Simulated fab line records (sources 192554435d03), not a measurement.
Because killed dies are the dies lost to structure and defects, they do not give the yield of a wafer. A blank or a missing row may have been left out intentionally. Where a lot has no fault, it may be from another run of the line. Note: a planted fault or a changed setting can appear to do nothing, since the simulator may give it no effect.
Matching of chambers || flow n5 finfet || rie diel-05 running N5_BEOL_M0_SAQP_STRIP_75: 4 sister chambers
The step strips in CF4. 18 wafers are shown with their chamber, then 9 later ones without.

## WAFERS PAIRED WITH THEIR CHAMBERS
{"wafer": "L081.1", "chamber": 2, "drypump motor current A (A)": 5.9, "throttle valve pct (%)": 13.40, "oes product au (a.u.)": 0.186}
{"wafer": "L081.2", "chamber": 0, "drypump motor current A (A)": 5.8, "throttle valve pct (%)": 13.70, "oes product au (a.u.)": 0.170}
{"wafer": "L081.5", "chamber": 1, "drypump motor current A (A)": 5.6, "throttle valve pct (%)": 13.44, "oes product au (a.u.)": 0.174}
{"wafer": "L083.1", "chamber": 1, "drypump motor current A (A)": 5.7, "throttle valve pct (%)": 13.45, "oes product au (a.u.)": 0.168}
{"wafer": "L083.3", "chamber": 2, "drypump motor current A (A)": 5.9, "throttle valve pct (%)": 13.40, "oes product au (a.u.)": 0.196}
{"wafer": "L083.5", "chamber": 0, "drypump motor current A (A)": 5.9, "throttle valve pct (%)": 13.72, "oes product au (a.u.)": 0.163}
{"wafer": "L084.3", "chamber": 2, "drypump motor current A (A)": 5.9, "throttle valve pct (%)": 13.42, "oes product au (a.u.)": 0.191}
{"wafer": "L084.4", "chamber": 0, "drypump motor current A (A)": 5.9, "throttle valve pct (%)": 13.72, "oes product au (a.u.)": 0.169}
{"wafer": "L084.5", "chamber": 0, "drypump motor current A (A)": 5.8, "throttle valve pct (%)": 13.71, "oes product au (a.u.)": 0.158}
{"wafer": "L085.1", "chamber": 0, "drypump motor current A (A)": 5.8, "throttle valve pct (%)": 13.71, "oes product au (a.u.)": 0.171}
{"wafer": "L085.4", "chamber": 2, "drypump motor current A (A)": 5.9, "throttle valve pct (%)": 13.41, "oes product au (a.u.)": 0.187}
{"wafer": "L085.5", "chamber": 1, "drypump motor current A (A)": 5.7, "throttle valve pct (%)": 13.47, "oes product au (a.u.)": 0.168}
{"wafer": "L087.1", "chamber": 3, "drypump motor current A (A)": 6.4, "throttle valve pct (%)": 13.72, "oes product au (a.u.)": 0.189}
{"wafer": "L087.4", "chamber": 2, "drypump motor current A (A)": 5.9, "throttle valve pct (%)": 13.43, "oes product au (a.u.)": 0.187}
{"wafer": "L087.5", "chamber": 3, "drypump motor current A (A)": 6.4, "throttle valve pct (%)": 13.73, "oes product au (a.u.)": 0.186}
{"wafer": "L088.2", "chamber": 1, "drypump motor current A (A)": 5.7, "throttle valve pct (%)": 13.49, "oes product au (a.u.)": 0.169}
{"wafer": "L088.4", "chamber": 2, "drypump motor current A (A)": 5.9, "throttle valve pct (%)": 13.43, "oes product au (a.u.)": 0.193}
{"wafer": "L088.6", "chamber": 3, "drypump motor current A (A)": 6.4, "throttle valve pct (%)": 13.75, "oes product au (a.u.)": 0.186}

SIGNATURES (means of the wafers above)
{"reading": "drypump motor current A", "chamber 0": 5.840, "chamber 1": 5.675, "chamber 2": 5.900, "chamber 3": 6.400, "scatter within a chamber": 0.0373}
{"reading": "throttle valve pct", "chamber 0": 13.7120, "chamber 1": 13.4625, "chamber 2": 13.4150, "chamber 3": 13.7333, "scatter within a chamber": 0.0151}
{"reading": "oes product au", "chamber 0": 0.16620, "chamber 1": 0.16975, "chamber 2": 0.19000, "chamber 3": 0.18700, "scatter within a chamber": 0.00408}
Rule: for each reading, subtract the chamber's mean from the wafer's reading, divide by that reading's scatter and square the result; add these up over the readings and take the root, which gives the wafer's distance from the chamber. The wafer belongs to the nearest chamber; if the next one is less than 2 further off, it can't be placed. How the scatter is found: for the shown wafers, subtract from each reading the mean of its chamber, square and add these, divide the total by (wafers less chambers), then take the root.

## WAFERS MISSING THEIR CHAMBER
{"wafer": "L089.2", "drypump motor current A (A)": 6.4, "throttle valve pct (%)": 13.74, "oes product au (a.u.)": 0.186}
{"wafer": "L089.4", "drypump motor current A (A)": 5.8, "throttle valve pct (%)": 13.42, "oes product au (a.u.)": 0.185}
{"wafer": "L089.6", "drypump motor current A (A)": 5.9, "throttle valve pct (%)": 13.44, "oes product au (a.u.)": 0.188}
{"wafer": "L090.3", "drypump motor current A (A)": 5.6, "throttle valve pct (%)": 13.49, "oes product au (a.u.)": 0.168}
{"wafer": "L090.5", "drypump motor current A (A)": 5.9, "throttle valve pct (%)": 13.44, "oes product au (a.u.)": 0.191}
{"wafer": "L090.6", "drypump motor current A (A)": 5.7, "throttle valve pct (%)": 13.48, "oes product au (a.u.)": 0.168}
{"wafer": "L097.1", "drypump motor current A (A)": 6.4, "throttle valve pct (%)": 13.77, "oes product au (a.u.)": 0.180}
{"wafer": "L097.2", "drypump motor current A (A)": 5.6, "throttle valve pct (%)": 13.54, "oes product au (a.u.)": 0.171}
{"wafer": "L097.6", "drypump motor current A (A)": 5.8, "throttle valve pct (%)": 13.76, "oes product au (a.u.)": 0.157}

## CHAMBER TAKEN BY EACH
{"wafer": "L089.2", "from the rows above": 3, "in truth": 3}
{"wafer": "L089.4", "from the rows above": 2, "in truth": 2}
{"wafer": "L089.6", "from the rows above": 2, "in truth": 2}
{"wafer": "L090.3", "from the rows above": 1, "in truth": 1}
{"wafer": "L090.5", "from the rows above": 2, "in truth": 2}
{"wafer": "L090.6", "from the rows above": 1, "in truth": 1}
{"wafer": "L097.1", "from the rows above": 3, "in truth": 3}
{"wafer": "L097.2", "from the rows above": 1, "in truth": 1}
{"wafer": "L097.6", "from the rows above": 0, "in truth": 0}
9 of 9 placed correctly. Not placeable from these rows: 0. Placed wrongly: 0.
